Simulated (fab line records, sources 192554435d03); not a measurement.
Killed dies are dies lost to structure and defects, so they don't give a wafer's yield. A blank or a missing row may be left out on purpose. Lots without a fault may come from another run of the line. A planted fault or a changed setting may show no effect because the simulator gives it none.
A struck lot beside a sound one | flow n5_finfet | 13 steps out of a route of 1938
Sound: wafers L613.1, L613.2. Struck: wafers L629.1, L629.5, L629.6. The cause comes at the end.
At each step with rows: each side's tool, then ch and its chambers, then its first start. Under that, the readings that differ: sound wafers | struck wafers | difference of the means | sigmas: that difference in standard deviations of wafers without a fault.
alike: readings whose means differ by less than 2 such deviations, and words and numbers that are the same on both sides. not compared: withheld readings, readings that some wafer has no value for, bounds like >300 that may hide the same value, and numbers for which the record gives no deviation and whose values overlap.
The two part at a step that has a row with sigmas, a row that says differs or no value, or rows on one side only. Numbers that don't overlap but have no deviation are shown without sigmas and don't part them. A reading that every wafer of one side lacks parts them only if that side has two wafers or more.

first, 3 steps without rows for these wafers: N5_SD_EPI_P_PRECLEAN_51 (cleans in NF3:NH3, afs cycles 1, time 20 s, sublimation time 60 s); N5_SD_EPI_P_VAPOR_ETCH_44 (etches SiGe30 in NF3/Ar, time 3.3 s); N5_SD_EPI_P_EPI_21 (deposits SiGe:B, time 355 s).
N5_SD_EPI_P_EPI_MEAS_23:
  sound on film_metro-02, day 4 03:49; struck on film_metro-01, day 8 02:01
  alike: thk_nm
then, 6 steps without rows for these wafers: N5_SD_EPI_P_HM_STRIP_48 (strips SiNx in H3PO4, material SiNx, target depth 3 nm); N5_SD_EPI_P_SRD_49 (time 30 s); N5_SD_EPI_P_PRECLEAN_24 (cleans in O3/DIW, time 45 s); N5_SD_EPI_P_PRECLEAN_32 (cleans in dHF, time 10 s); N5_SD_EPI_P_PRECLEAN_33 (cleans in SC2, time 45 s); N5_SD_EPI_P_SRD_25 (time 30 s).
N5_SD_EPI_P_INSPECT_26: inspects for defects (darkfield).
  sound on defect_inspect-02, day 4 03:59; struck on defect_inspect-01, day 8 02:11
  alike: raw_defect_count
N5_SD_ACTIVATION_RTA_00: time 0 s.
  sound on rtp_anneal-02 ch 0, day 4 04:15; struck on rtp_anneal-01 ch 0, day 8 02:13
  alike: lamp_power_pct, wafer_temp_C_max
N5_SD_ACTIVATION_LSA_01: time 0.0008 s.
  sound on laser_anneal-02 ch 0, day 4 04:27; struck on laser_anneal-02 ch 0, day 8 02:25
  reading          | sound         | struck               | difference | sigmas
  wafer_temp_C_max | 1083.7 1085.2 | 1046.9 1049.0 1047.2 | -36.8      | -39

WHERE THEY PART
Only at N5_SD_ACTIVATION_LSA_01, within this record.

WHY: what the simulator had put in
Process parameter drift: laser_anneal-02, from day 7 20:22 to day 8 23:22, at N5_SD_ACTIVATION_LSA_01. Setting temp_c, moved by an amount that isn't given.
